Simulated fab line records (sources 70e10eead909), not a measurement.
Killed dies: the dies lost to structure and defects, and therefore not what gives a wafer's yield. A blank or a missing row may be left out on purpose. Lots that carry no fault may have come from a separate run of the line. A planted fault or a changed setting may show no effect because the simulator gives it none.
fab line records	flow nand-harc	part 1 of 2: steps 1 to 4 of 6
record lots=22	wafers=66	last-day=24
route steps=1159 shown A_CONTACT@857
lots that met no fault: taken from a fault-free run of the same line
start-h: hours from the record's opening day to when the first of the lot's shown wafers began	wait-h: how many hours have passed since the lot's step before this one	" same as the row above	L1.1+2: one row covering several wafers at once	- no value, or no start given	* or withheld: withheld	< > ~ a bound
route shown NAME@n: names a module that has steps shown in the file, with the first one's number in the route	usual: mean and standard deviation over wafers with no fault	same: alike in all rows	chamber/n: place in a boat	sites: each site's reading	_std_site: the values' standard deviation	_edge_site: outer sites' mean less inner sites'	radius-mm: for every site, how far away it sits from the centre of the wafer	mask NAME#n: copy n	behind: tool/chamber where the wafer was last shaped	hold: reason for holding the lot/hours on hold/outcome of the hold	device: the transistor (n, p or np) that didn't switch	end of line: the tests these same wafers got at the end of their route	a step without rows: its recipe alone	killed: the dies lost at the first sort to structure and to defects; this is not the yield of the wafer	map: a wafer's dies, x killed, . not, _ none there
set.NAME: setting as actually run; set.NAME@STEP: the setting as run at that earlier step	model.NAME: the simulator's own value behind a step, which no gauge read
a sample of lots followed through the steps of the route, with each step as a table and each wafer as a row
services: when a tool's chamber went out of use (start-h, in hours from the record's first day, below 0 if earlier), for how many hours, and the reason
## steps
# step NHARC_A_CONTACT_DESCUM_47
# recipe time-s=3	o2-flow-sccm=200	ar-flow-sccm=0	bias-power-w=0	chemistry=O2
# usual drypump-motor-current-A=5.9/0.5	oes-product-au=1.001/0.0084	rf-vpp-V=57.5/0.94	showerhead-plenum-p-Torr=1.88/0.079	throttle-valve-pct=11.310/0.0082
lot.wafer	tool	chamber	start-h	wait-h	drypump-motor-current-A	oes-product-au	rf-hours-counter-h	rf-vpp-V	showerhead-plenum-p-Torr	throttle-valve-pct
L075.1	rie-diel-12	3	377.00	0.1	5.3	0.996	28	57.9	1.97	11.304
L075.5	"	0	"	"	5.5	0.995	-	57.7	1.77	11.316
L075.6	"	1	"	"	6.6	1.008	-	56.9	1.86	11.309
L078.1	rie-diel-10	1	379.26	0.1	5.4	0.995	4	59.2	2.00	11.307
L078.6	"	1	"	"	5.4	1.011	-	58.1	2.00	11.304
L078.5	"	2	"	"	5.0	1.013	-	56.3	1.83	11.317
L077.3	rie-diel-13	1	381.46	0.1	6.6	1.010	36	57.0	1.88	11.307
L077.2	"	2	"	"	5.9	0.997	37	55.9	1.81	11.307
L077.5	"	2	"	"	5.9	1.002	-	56.5	1.81	11.309
L076.2	rie-diel-13	3	382.10	0.1	6.2	1.007	36	58.3	1.87	11.313
L076.6	"	0	"	"	5.7	1.002	-	56.7	1.90	11.311
L076.4	"	1	"	"	6.7	0.989	-	57.5	1.88	11.304
L079.1	rie-diel-12	2	407.87	0.1	6.3	0.991	3	57.2	2.04	11.303
L079.2	"	3	"	"	5.3	1.016	3	57.2	1.97	11.310
L079.4	"	0	"	"	5.5	1.005	3	55.5	1.77	11.303
L080.2	rie-diel-12	2	410.15	0.1	6.3	1.003	4	58.1	2.04	11.320
L080.1	"	0	"	"	5.5	1.005	3	56.6	1.77	11.300
L080.5	"	3	"	"	5.3	1.011	-	56.9	1.97	11.302
L081.1	rie-diel-12	2	414.06	0.1	6.3	0.996	4	59.0	2.04	11.308
L081.4	"	1	"	"	6.6	1.011	4	57.6	1.86	11.304
L081.6	"	3	"	"	5.4	1.019	-	56.6	1.97	11.306
L083.2	rie-diel-12	0	420.57	0.1	5.5	0.996	6	57.2	1.77	11.306
L083.1	"	2	"	"	6.3	0.985	6	57.9	2.04	11.308
L083.5	"	0	"	"	5.5	0.998	-	56.8	1.77	11.323
L084.3	rie-diel-12	3	421.97	0.1	5.3	1.005	7	59.2	1.97	11.313
L084.2	"	0	"	"	5.5	0.994	7	59.5	1.77	11.314
L084.5	"	3	"	"	5.3	1.005	-	57.6	1.97	11.324
L082.1	rie-diel-13	3	425.88	0.1	6.2	1.002	54	57.4	1.86	11.316
L082.4	"	0	"	"	5.7	1.013	56	57.0	1.90	11.316
L082.6	"	0	"	"	5.7	1.014	-	58.0	1.90	11.305
L086.3	rie-diel-10	1	439.15	0.1	5.4	0.997	25	58.9	1.99	11.312
L086.1	"	2	"	"	5.1	0.987	28	56.2	1.82	11.306
L086.6	"	0	"	"	5.7	0.988	-	58.1	1.82	11.318
L087.3	rie-diel-12	3	442.17	0.1	5.3	1.007	11	58.0	1.97	11.320
L087.5	"	1	"	"	6.6	1.011	-	56.9	1.86	11.306
L087.6	"	2	"	"	6.3	0.991	-	59.8	2.03	11.304
L085.1	rie-diel-13	1	447.33	0.1	6.7	1.002	63	58.2	1.87	11.322
L085.5	"	0	"	"	5.7	0.998	-	58.2	1.89	11.310
L085.6	"	1	"	"	6.7	1.000	-	58.0	1.87	11.309
L089.2	rie-diel-10	3	453.38	0.1	5.8	0.994	35	57.4	1.88	11.328
L089.1	"	1	"	"	5.4	0.993	30	57.4	1.99	11.313
L089.5	"	3	"	"	5.8	0.998	-	57.3	1.87	11.305
L088.1	rie-diel-10	2	458.38	0.1	5.0	0.991	35	56.8	1.82	11.307
L088.2	"	0	"	"	5.7	0.997	41	57.1	1.82	11.302
L088.4	"	1	"	"	5.4	1.003	32	57.8	1.99	11.316
L090.1	rie-diel-12	2	461.96	0.3	6.2	0.991	14	58.0	2.03	11.309
L090.3	"	3	"	"	5.3	1.007	15	58.0	1.97	11.320
L090.6	"	1	"	"	6.6	1.000	-	58.7	1.86	11.309
L094.1	rie-diel-13	2	472.38	0.1	5.9	1.003	5	57.1	1.80	11.290
L094.4	"	3	"	"	6.2	0.995	5	57.3	1.86	11.309
L094.3	"	1	"	"	6.6	0.982	5	57.5	1.87	11.311
L092.4	rie-diel-10	0	475.71	0.1	5.7	0.984	48	57.5	1.82	11.298
L092.2	"	1	"	"	5.4	1.009	39	58.9	1.99	11.301
L092.1	"	2	"	"	5.1	0.981	42	56.8	1.82	11.304
L093.1	rie-diel-13	0	477.30	0.1	5.7	1.002	6	57.8	1.89	11.315
L093.3	"	1	"	"	6.7	0.999	6	58.3	1.87	11.312
L093.4	"	2	"	"	5.9	1.015	7	58.0	1.80	11.297
L091.1	rie-diel-12	0	488.77	0.1	5.5	0.995	18	57.2	1.76	11.295
L091.5	"	3	"	"	5.3	1.007	-	58.0	1.96	11.312
L091.6	"	0	"	"	5.4	1.005	-	57.5	1.76	11.311
L096.2	rie-diel-10	0	500.92	0.1	5.7	0.997	57	57.2	1.81	11.326
L096.6	"	2	"	"	5.0	0.984	-	56.7	1.82	11.305
L096.4	"	3	"	"	5.8	1.015	-	58.2	1.87	11.332
L097.1	rie-diel-13	2	514.07	0.1	5.9	1.007	21	56.0	1.79	11.329
L097.3	"	3	"	"	6.2	1.012	20	58.0	1.85	11.317
L097.5	"	2	"	"	5.9	1.009	-	57.3	1.79	11.299
# step NHARC_A_CONTACT_ETCH_118
# recipe source-w=withheld	pressure-mtorr=20	bias-v=3000	time-s=94	target-depth-a=9220	ar-flow-sccm=withheld	c4f8-flow-sccm=withheld	o2-flow-sccm=withheld	chemistry=C4F8/O2/Ar
lot.wafer	tool	chamber	start-h	wait-h	rf-hours-counter-h
L075.1	har-cap-etch-03	0	379.01	0.1	85
L075.5	"	0	"	"	-
L075.6	"	1	"	"	-
L078.1	har-cap-etch-01	1	381.43	0.1	58
L078.5	"	0	"	"	-
L078.6	"	1	"	"	-
L077.2	har-cap-etch-02	0	383.72	0.1	9
L077.3	"	0	"	"	-
L077.5	"	1	"	"	-
L076.2	har-cap-etch-01	0	384.86	0.1	59
L076.4	"	1	"	"	-
L076.6	"	0	"	"	-
L079.1	har-cap-etch-01	0	409.87	0.1	62
L079.2	"	1	"	"	62
L079.4	"	1	"	"	-
L080.1	har-cap-etch-02	1	412.14	0.1	14
L080.2	"	0	"	"	14
L080.5	"	0	"	"	-
L081.1	har-cap-etch-03	1	416.08	0.1	91
L081.4	"	0	"	"	-
L081.6	"	0	"	"	-
L083.2	har-cap-etch-03	0	422.57	0.1	92
L083.1	"	1	"	"	92
L083.5	"	1	"	"	-
L084.2	har-cap-etch-01	1	424.03	0.1	65
L084.3	"	1	"	"	-
L084.5	"	1	"	"	-
L082.1	har-cap-etch-02	1	428.01	0.1	18
L082.4	"	0	"	"	-
L082.6	"	1	"	"	-
L086.1	har-cap-etch-02	1	441.53	0.1	20
L086.3	"	0	"	"	-
L086.6	"	0	"	"	-
L087.3	har-cap-etch-03	0	444.18	0.1	-
L087.6	"	0	"	"	-
L087.5	"	1	"	"	-
L085.1	har-cap-etch-02	1	450.80	0.1	21
L085.6	"	0	"	"	-
L085.5	"	1	"	"	-
L089.2	har-cap-etch-02	1	456.96	0.1	23
L089.1	"	0	"	"	23
L089.5	"	1	"	"	-
L088.2	har-cap-etch-02	0	460.80	0.1	24
L088.1	"	1	"	"	24
L088.4	"	0	"	"	-
L090.1	har-cap-etch-03	1	464.16	0.1	102
L090.3	"	1	"	"	-
L090.6	"	1	"	"	-
L094.1	har-cap-etch-03	0	474.47	0.1	104
L094.4	"	1	"	"	-
L094.3	"	0	"	"	-
L092.1	har-cap-etch-01	0	477.81	0.1	74
L092.2	"	1	"	"	74
L092.4	"	1	"	"	-
L093.1	har-cap-etch-02	0	479.30	0.1	28
L093.3	"	0	"	"	-
L093.4	"	1	"	"	-
L091.1	har-cap-etch-02	0	490.78	0.1	29
L091.5	"	0	"	"	-
L091.6	"	1	"	"	-
L096.2	har-cap-etch-03	1	503.15	0.1	110
L096.4	"	0	"	"	-
L096.6	"	1	"	"	-
L097.1	har-cap-etch-01	0	516.17	0.1	79
L097.3	"	0	"	"	-
L097.5	"	1	"	"	-
# step NHARC_A_CONTACT_ETCH_102
# recipe target-depth-a=700	overetch-a=70	time-s=38.5	ion-energy-ev=100	cf4-flow-sccm=80	o2-flow-sccm=20	ar-flow-sccm=0	rf-w=300	bias-w=100	chemistry=CF4/O2
# usual bias-w=100.00/0.3	drypump-motor-current-A=5.8/0.5	oes-product-au=1.001/0.0092	rf-vpp-V=197.4/1.4	showerhead-plenum-p-Torr=1.31/0.053	throttle-valve-pct=13.397/0.0093
lot.wafer	tool	chamber	start-h	wait-h	bias-w	drypump-motor-current-A	oes-product-au	rf-hours-counter-h	rf-vpp-V	showerhead-plenum-p-Torr	throttle-valve-pct
L075.1	rie-diel-10	2	380.86	0.1	99.87	5.0	0.983	6	198.1	1.28	13.400
L075.5	"	1	"	"	100.33	5.4	0.997	-	198.8	1.39	13.404
L075.6	"	2	"	"	100.05	5.0	0.991	-	197.1	1.28	13.410
L078.1	rie-diel-10	2	383.22	0.1	100.00	5.0	0.995	7	195.8	1.28	13.405
L078.5	"	3	"	"	99.57	5.9	1.000	-	197.6	1.31	13.394
L078.6	"	0	"	"	99.76	5.7	0.975	-	196.9	1.28	13.402
L077.2	rie-diel-13	0	387.49	0.4	99.68	5.7	0.999	41	197.5	1.33	13.395
L077.3	"	2	"	"	99.68	5.9	1.000	38	197.8	1.26	13.395
L077.5	"	0	"	"	99.58	5.7	1.000	-	196.5	1.33	13.393
L076.2	rie-diel-13	0	388.06	0.1	100.25	5.7	0.999	41	196.0	1.33	13.395
L076.4	"	2	"	"	99.75	5.9	0.994	38	196.6	1.26	13.392
L076.6	"	0	"	"	100.16	5.7	0.997	-	197.9	1.33	13.401
L079.2	rie-diel-13	1	411.95	0.1	100.25	6.7	1.007	49	197.0	1.31	13.414
L079.1	"	2	"	"	99.97	5.9	1.001	47	195.9	1.26	13.400
L079.4	"	0	"	"	100.92	5.7	1.008	50	196.7	1.33	13.391
L080.1	rie-diel-10	2	415.10	0.1	99.88	5.1	0.993	19	197.8	1.28	13.377
L080.2	"	1	"	"	99.77	5.4	1.011	18	199.0	1.39	13.387
L080.5	"	2	"	"	99.67	5.0	0.984	-	197.1	1.28	13.391
L081.4	rie-diel-10	3	417.65	0.1	99.41	5.8	1.012	19	198.2	1.31	13.388
L081.1	"	0	"	"	100.00	5.7	0.996	21	197.0	1.27	13.404
L081.6	"	1	"	"	100.16	5.4	0.999	-	199.1	1.39	13.394
L083.1	rie-diel-13	2	424.14	0.1	99.71	5.9	0.976	50	194.9	1.26	13.398
L083.2	"	3	"	"	99.97	6.2	1.001	53	197.8	1.30	13.420
L083.5	"	1	"	"	100.12	6.6	1.009	-	197.7	1.31	13.398
L084.3	rie-diel-10	3	425.98	0.1	100.53	5.8	1.009	23	197.6	1.31	13.390
L084.2	"	0	"	"	100.24	5.7	1.000	24	196.5	1.27	13.391
L084.5	"	0	"	"	100.02	5.7	0.993	-	196.5	1.27	13.397
L082.4	rie-diel-12	0	429.59	0.1	100.67	5.4	1.000	9	195.8	1.23	13.387
L082.1	"	1	"	"	100.35	6.6	1.004	9	197.2	1.30	13.390
L082.6	"	2	"	"	99.78	6.3	0.990	-	199.6	1.42	13.401
L086.1	rie-diel-10	0	443.15	0.1	100.12	5.7	0.992	33	196.5	1.27	13.397
L086.3	"	3	"	"	99.81	5.8	1.011	32	197.4	1.31	13.404
L086.6	"	0	"	"	100.25	5.7	0.996	-	197.5	1.27	13.402
L087.3	rie-diel-12	3	445.71	0.0	100.15	5.3	1.019	12	198.2	1.37	13.397
L087.6	"	3	"	"	100.17	5.3	1.013	-	198.4	1.37	13.396
L087.5	"	0	"	"	99.87	5.4	1.005	-	195.2	1.23	13.407
L085.1	rie-diel-12	2	452.35	0.1	100.29	6.3	0.996	12	200.1	1.42	13.388
L085.5	"	0	"	"	100.03	5.5	0.997	-	194.9	1.23	13.406
L085.6	"	1	"	"	99.99	6.6	1.014	-	196.8	1.30	13.400
L089.2	rie-diel-12	2	458.58	0.1	99.99	6.3	0.991	14	199.0	1.42	13.396
L089.1	"	1	"	"	99.81	6.6	0.995	14	197.6	1.30	13.408
L089.5	"	2	"	"	99.91	6.3	0.996	-	200.2	1.42	13.394
L088.2	rie-diel-13	1	462.95	0.3	100.05	6.6	0.981	0	198.7	1.30	13.398
L088.4	"	2	"	"	100.24	5.9	1.002	0	196.2	1.26	13.404
L088.1	"	0	"	"	100.14	5.7	0.995	1	197.9	1.32	13.410
L090.3	rie-diel-12	3	465.80	0.0	100.06	5.3	1.006	16	197.6	1.37	13.399
L090.1	"	1	"	"	100.01	6.6	1.000	15	197.5	1.30	13.394
L090.6	"	0	"	"	99.67	5.5	1.006	-	195.1	1.23	13.395
L094.3	rie-diel-13	2	476.08	0.1	99.81	5.8	1.013	6	195.3	1.26	13.388
L094.1	"	3	"	"	100.05	6.2	1.012	6	197.0	1.30	13.404
L094.4	"	1	"	"	99.79	6.6	1.003	6	196.5	1.30	13.395
L092.1	rie-diel-12	2	479.37	0.1	99.63	6.3	0.994	18	199.6	1.42	13.397
L092.4	"	3	"	"	100.14	5.3	1.012	18	198.8	1.37	13.414
L092.2	"	1	"	"	100.24	6.6	1.007	17	197.0	1.30	13.407
L093.1	rie-diel-12	0	480.85	0.0	100.01	5.5	1.014	18	196.4	1.23	13.397
L093.4	"	1	"	"	100.05	6.6	1.015	17	198.1	1.30	13.393
L093.3	"	2	"	"	100.22	6.3	1.005	18	200.0	1.42	13.390
L091.1	rie-diel-12	1	492.47	0.1	99.47	6.6	1.009	19	196.6	1.30	13.409
L091.5	"	3	"	"	100.28	5.3	1.012	-	198.1	1.37	13.396
L091.6	"	0	"	"	100.08	5.4	1.001	-	195.4	1.23	13.379
L096.2	rie-diel-10	0	504.81	0.0	99.61	5.7	0.992	58	196.6	1.27	13.402
L096.4	"	3	"	"	100.36	5.8	1.005	53	197.3	1.30	13.394
L096.6	"	0	"	"	99.94	5.7	0.993	-	196.0	1.27	13.393
L097.1	rie-diel-13	1	517.76	0.0	99.67	6.6	0.988	22	196.4	1.30	13.392
L097.3	"	0	"	"	99.96	5.7	1.003	21	196.6	1.32	13.387
L097.5	"	2	"	"	100.07	5.8	1.001	-	197.0	1.25	13.405
# step NHARC_A_CONTACT_ETCH_124
# recipe source-w=withheld	pressure-mtorr=20	bias-v=withheld	time-s=140	target-depth-a=7000	ar-flow-sccm=withheld	c4f8-flow-sccm=withheld	o2-flow-sccm=withheld	chemistry=C4F8/O2/Ar
lot.wafer	tool	chamber	start-h	wait-h	rf-hours-counter-h
L075.1	har-cap-etch-03	1	387.21	-	87
L075.5	"	0	"	"	-
L075.6	"	1	"	"	-
L078.1	har-cap-etch-02	0	387.74	-	10
L078.6	"	1	"	"	-
L078.5	"	0	"	"	-
L077.2	har-cap-etch-03	0	392.25	-	88
L077.3	"	0	"	"	-
L077.5	"	1	"	"	-
L076.2	har-cap-etch-02	0	393.71	-	11
L076.4	"	0	"	"	-
L076.6	"	1	"	"	-
L079.2	har-cap-etch-01	1	417.53	-	63
L079.1	"	0	"	"	63
L079.4	"	0	"	"	-
L080.1	har-cap-etch-02	0	419.59	-	14
L080.2	"	1	"	"	14
L080.5	"	0	"	"	-
L081.1	har-cap-etch-02	1	424.74	-	16
L081.4	"	1	"	"	-
L081.6	"	0	"	"	-
L083.2	har-cap-etch-03	0	428.62	-	94
L083.1	"	1	"	"	94
L083.5	"	1	"	"	-
L084.2	har-cap-etch-02	0	432.08	-	18
L084.3	"	1	"	"	-
L084.5	"	0	"	"	-
L082.1	har-cap-etch-03	0	434.19	-	95
L082.4	"	0	"	"	-
L082.6	"	1	"	"	-
L086.1	har-cap-etch-01	1	447.47	-	68
L086.3	"	0	"	"	-
L086.6	"	1	"	"	-
L087.3	har-cap-etch-03	1	450.84	-	-
L087.5	"	0	"	"	-
L087.6	"	1	"	"	-
L085.1	har-cap-etch-03	1	457.21	-	100
L085.5	"	1	"	"	-
L085.6	"	0	"	"	-
L089.2	har-cap-etch-01	1	463.16	-	71
L089.1	"	0	"	"	71
L089.5	"	0	"	"	-
L088.2	har-cap-etch-03	0	467.53	-	102
L088.1	"	1	"	"	102
L088.4	"	1	"	"	-
L090.1	har-cap-etch-02	0	470.28	-	25
L090.3	"	0	"	"	-
L090.6	"	1	"	"	-
L094.1	har-cap-etch-03	0	483.96	-	105
L094.4	"	0	"	"	-
L094.3	"	1	"	"	-
L092.2	har-cap-etch-01	1	485.60	-	74
L092.1	"	0	"	"	74
L092.4	"	1	"	"	-
L093.1	har-cap-etch-03	1	490.33	-	107
L093.4	"	1	"	"	-
L093.3	"	0	"	"	-
L091.1	har-cap-etch-03	0	496.89	-	108
L091.6	"	0	"	"	-
L091.5	"	1	"	"	-
L096.2	har-cap-etch-03	1	512.64	-	111
L096.4	"	0	"	"	-
L096.6	"	0	"	"	-
L097.1	har-cap-etch-01	1	522.95	-	81
L097.3	"	0	"	"	-
L097.5	"	0	"	"	-
